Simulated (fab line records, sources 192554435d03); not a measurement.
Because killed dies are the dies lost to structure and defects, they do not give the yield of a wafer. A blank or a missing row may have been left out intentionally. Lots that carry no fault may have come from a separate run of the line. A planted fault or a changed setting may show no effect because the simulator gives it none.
Split-lot trial -- flow n5_finfet -- route with 1938 steps; 7 lots, 21 wafers read

== THE SPLIT ==
At N5_BEOL_M8_TRENCH_ETCH_37 (etches SiCOH lowk in C4F6/O2, target depth 93.478 nm, time 31.2 s), the setting source_w was moved away from the recipe's 345 W on 9 of the 21 wafers read, by -11.7% to +15.9%. The other wafers ran this setting at the recipe's value.

Reading taken at the split's own step.

== THE READING ==
rf_vpp_V, in V, at N5_BEOL_M8_TRENCH_ETCH_37 (etches SiCOH lowk in C4F6/O2, target depth 93.478 nm, time 31.2 s). A value of 663 V with a standard deviation of 13 V is what fault-free wafers of this fab line usually give.

wafer,"tool, chamber at the split","source_w as run, W",against the recipe,"rf_vpp_V, V",against lot-mates on the recipe
L075.1,"rie_diel-05, 3",345,recipe,642,-
L075.2,"rie_diel-05, 0",399.8,+15.9%,596,-46
L075.3,"rie_diel-05, 1",399.8,+15.9%,605,-37
L082.1,"rie_diel-05, 2",345,recipe,681,-
L082.2,"rie_diel-05, 0",376.6,+9.2%,625,-56
L082.5,"rie_diel-05, 2",376.6,+9.2%,651,-30
L081.1,"rie_diel-03, 3",322.6,-6.5%,689,+28
L081.2,"rie_diel-03, 0",322.6,-6.5%,697,+36
L081.5,"rie_diel-03, 2",345,recipe,661,-
L084.3,"rie_diel-03, 1",345,recipe,658,-
L084.5,"rie_diel-03, 3",345,recipe,666,-
L084.6,"rie_diel-03, 0",304.7,-11.7%,718,+56
L096.2,"rie_diel-05, 0",345,recipe,652,-
L096.3,"rie_diel-05, 1",345,recipe,651,-
L096.4,"rie_diel-05, 3",345,recipe,652,-
L094.3,"rie_diel-03, 1",345,recipe,658,-
L094.4,"rie_diel-03, 0",345,recipe,673,-
L094.5,"rie_diel-03, 3",345,recipe,676,-
L097.3,"rie_diel-01, 2",345,recipe,682,-
L097.5,"rie_diel-01, 0",375.6,+8.9%,645,-37
L097.6,"rie_diel-01, 3",375.6,+8.9%,627,-55

FIT RESULTS
A straight line over all 21 wafers: rf_vpp_V changes by -3.86 V for each +1% of source_w; r = -0.92; the points scatter about the line by 12 V.
The same after taking each lot's own level away (the mean of its wafers on the recipe; 21 wafers): -3.85 V for each +1%; r = -0.93; scatter 11 V.
The reading moves by 61 V for the largest change in source_w, on that fit.
The lots' own levels span 642.0 to 682.0 V, that is 3.1 times the standard deviation above.
Consequently the slope shifts little with the lot-to-lot level, the two slopes agreeing.
Check: -64.5 V against its lot-mates is what the line predicts for one of the wafers moved furthest among these (+15.9%) when that wafer is left out of the fit. Against them it came out at -46 V.
Tool readings at the split's step, against how far the setting was moved: rf_vpp_V r = -0.92.

== OTHER SPLITS APPLIED TO THESE WAFERS ==
Other splits were also applied to these wafers ahead of the reading. Each is held against what the fit with the lots' levels taken away leaves over:
other split on the same wafers,wafers away from the commonest value,r with rf_vpp_V (lot level and that fit taken away)
N5_BEOL_M5_ETCH_72 bias_w,4,+0.39
N5_BEOL_M6_ILD_DEP_00 time_s,6,+0.34
N5_BEOL_M6_COAT_05 spin_rpm,7,+0.14
N5_BEOL_M7_COAT_05 spin_rpm,7,-0.05
N5_BEOL_M7_ETCH_61 source_w,6,+0.19
N5_BEOL_M8_PECVD_70 time_s,6,+0.06
N5_BEOL_M8_ETCH_65 source_w,4,-0.05

== FILE'S OWN FIT ==
rf_vpp_V changes by -3.92 V for each +1% of source_w, r = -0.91.
